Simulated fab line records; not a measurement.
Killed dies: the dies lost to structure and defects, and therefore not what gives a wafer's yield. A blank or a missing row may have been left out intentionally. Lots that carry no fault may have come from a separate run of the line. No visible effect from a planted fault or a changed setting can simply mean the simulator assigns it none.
Split-lot trial ; flow n5Finfet ; 21 wafers read across 7 lots, on a route 1938 steps long

ABOUT THE SPLIT
At N5_BEOL_M2_ETCH_69 (etches SiARC in CF4, target depth 15.6 nm, time 26 s), the setting biasW was moved away from the recipe's 36 W on 7 of the 21 wafers read, by -12.7% to +13.5%. All remaining wafers had this setting at the recipe value.

The reading comes from the split's own step.

THE READING
rfVppV, in V, at N5_BEOL_M2_ETCH_69 (etches SiARC in CF4, target depth 15.6 nm, time 26 s). A value of 184.1 V with a standard deviation of 1 V is what fault-free wafers of this fab line usually give.

wafer;tool, chamber at the split;biasW as run, W;against the recipe;rfVppV, V;against lot-mates on the recipe
L077.1;rieDiel-01, 2;36;recipe;182.8;-
L077.2;rieDiel-01, 3;36;recipe;185.0;-
L077.5;rieDiel-01, 2;31.42;-12.7%;167.8;-16.1
L079.4;rieDiel-01, 1;36;recipe;185.4;-
L079.5;rieDiel-01, 0;34.37;-4.5%;177.2;-8.2
L079.6;rieDiel-01, 3;34.37;-4.5%;179.4;-6.0
L082.1;rieDiel-01, 0;36;recipe;181.4;-
L082.4;rieDiel-01, 2;36;recipe;183.4;-
L082.5;rieDiel-01, 2;36;recipe;183.6;-
L086.1;rieDiel-01, 1;36;recipe;184.4;-
L086.3;rieDiel-01, 0;40.49;+12.5%;196.4;+12.5
L086.5;rieDiel-01, 3;36;recipe;183.5;-
L087.2;rieDiel-01, 1;33.3;-7.5%;175.5;-8.5
L087.3;rieDiel-01, 3;36;recipe;184.9;-
L087.5;rieDiel-01, 3;36;recipe;183.1;-
L093.1;rieDiel-01, 1;40.87;+13.5%;201.6;+17.7
L093.5;rieDiel-01, 1;36;recipe;184.9;-
L093.6;rieDiel-01, 2;36;recipe;183.0;-
L097.1;rieDiel-04, 2;32.36;-10.1%;172.4;-12.4
L097.4;rieDiel-04, 1;36;recipe;185.0;-
L097.6;rieDiel-04, 1;36;recipe;184.7;-

THE FIT
A straight line over all 21 wafers: rfVppV changes by +1.19 V for each +1% of biasW; r = +0.99; the points scatter about the line by 1.2 V.
The same after taking each lot's own level away (the mean of its wafers on the recipe; 21 wafers): +1.21 V for each +1%; r = +0.99; scatter 1.2 V.
The reading moves by 16 V for the largest change in biasW, on that fit.
Measured against the standard deviation above, the lots' own levels, which go from 182.80 to 185.40 V, span 2.6 times it.
The two slopes are in agreement: the lot-to-lot level therefore moves the slope only a little.
Check: with one of the wafers moved furthest among these (+13.5%) left out of the fit, the line predicts +15.4 V for it against its lot-mates. Against them it came out at +17.7 V.
Tool readings at the split's step, against how far the setting was moved: rfVppV r = +0.99.

FURTHER SPLITS ON THESE WAFERS
Note: prior to the reading, these wafers also went through further splits. Each is held against what the fit with the lots' levels taken away leaves over:
other split on the same wafers;wafers away from the commonest value;r with rfVppV (lot level and that fit taken away)
N5_BEOL_M1_COAT_61 spinRpm;8;-0.02

FILE'S OWN FIT
rfVppV changes by +1.21 V for each +1% of biasW, r = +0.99.
